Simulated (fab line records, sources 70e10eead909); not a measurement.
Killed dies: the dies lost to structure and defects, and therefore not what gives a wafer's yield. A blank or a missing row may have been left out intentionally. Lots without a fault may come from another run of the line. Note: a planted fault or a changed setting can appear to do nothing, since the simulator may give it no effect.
Which tool is to blame? ; flow nand harc ; 11 lots with 33 wafers sampled at 3 steps, on a route of 1302 steps

WHAT THE GAUGES SHOWED, per wafer
NHARC_A_M0_CD_MEAS_09: the cd target is 80 nm.
lot;measured;on;cd nm (nm)
L868;day 22 16:06;cd sem-03;80.4 79.6 79.8
L869;day 22 19:12;cd sem-02;79.7 79.8 79.8
L870;day 23 05:44;cd sem-03;79.5 79.1 79.5
L871;day 24 10:18;cd sem-03;80.2 79.8 80.5
L873;day 24 12:33;cd sem-03;78.7 78.6 79.9
L874;day 25 06:01;cd sem-03;79.8 79.4 80.4
L880;day 27 14:47;cd sem-03;74.0 74.6 73.4
L884;day 29 10:07;cd sem-03;76.7 76.6 76.4
L887;day 30 01:38;cd sem-02;80.5 80.9 79.9
L888;day 30 18:01;cd sem-01;79.7 80.7 80.3
L891;day 31 14:34;cd sem-01;79.3 79.5 79.3

TOOL THAT RAN EACH LOT (tool first, then ch and the chambers of the sampled wafers, then the start)
lot;NHARC_A_BLC_CVD_24;NHARC_A_M0_EXPOSE_06
L868;cvd w-02 ch 1, day 22 15:58 or earlier;arfi scanner-01 ch 0, day 22 15:58
L869;cvd w-02 ch 0,1, day 22 19:04 or earlier;arfi scanner-02 ch 0, day 22 19:04
L870;cvd w-02 ch 0,1, day 23 05:35 or earlier;arfi scanner-01 ch 0, day 23 05:35
L871;cvd w-02 ch 0, day 24 10:10 or earlier;arfi scanner-02 ch 0, day 24 10:10
L873;cvd w-01 ch 0,1, day 24 12:25 or earlier;arfi scanner-02 ch 0, day 24 12:25
L874;cvd w-01 ch 0,1, day 25 05:52 or earlier;arfi scanner-02 ch 0, day 25 05:52
L880;cvd w-02 ch 0,1, day 27 14:40 or earlier;arfi scanner-02 ch 0, day 27 14:40
L884;cvd w-01 ch 0,1, day 29 09:59 or earlier;arfi scanner-02 ch 0, day 29 09:59
L887;cvd w-01 ch 0, day 30 01:29 or earlier;arfi scanner-01 ch 0, day 30 01:29
L888;cvd w-02 ch 0,1, day 30 17:53 or earlier;arfi scanner-01 ch 0, day 30 17:53
L891;cvd w-02 ch 0,1, day 31 14:26 or earlier;arfi scanner-03 ch 0, day 31 14:26
- NHARC_A_BLC_CVD_24: deposits W, target thk 150 nm, time 434 s.
- NHARC_A_M0_EXPOSE_06: exposes mask A M0, target cd 80 nm.

THE ANSWER, worked out from the rows above alone
Rule: the lots themselves supply what counts as usual. The widest of any qualifying gaps counts: lots, ordered by their means at a reading, are off when they make up no more than a third of the lots, leave a main group of 4 or more, and stand apart from it by 3 or more times the standard deviation of that group's means. Not used: any main group whose means are identical at the precision the tables above print for the reading. Also off: a lot with no number at a reading for which 4 or more lots have one. Where the step has rows for the other lots, those lots are counted as sound.
Off: L880, L884, at NHARC_A_M0_CD_MEAS_09 (cd nm). The main group has a mean of 79.8 nm with a standard deviation of 0.43.
A tool fits if, at a process step before that reading, it ran every lot that is off, and no sound lot after the first of them. The gauges at NHARC_A_M0_CD_MEAS_09 are tried like those tools. Because NHARC_A_BLC_CVD_24 lacks a start for some lots, the hours and order of its lots are taken from NHARC_A_M0_EXPOSE_06. Undecided on this evidence; 2 tools fit (arfi scanner-02 at NHARC_A_M0_EXPOSE_06, cd sem-03 at NHARC_A_M0_CD_MEAS_09).

WHAT THE SIMULATOR HAD PUT IN
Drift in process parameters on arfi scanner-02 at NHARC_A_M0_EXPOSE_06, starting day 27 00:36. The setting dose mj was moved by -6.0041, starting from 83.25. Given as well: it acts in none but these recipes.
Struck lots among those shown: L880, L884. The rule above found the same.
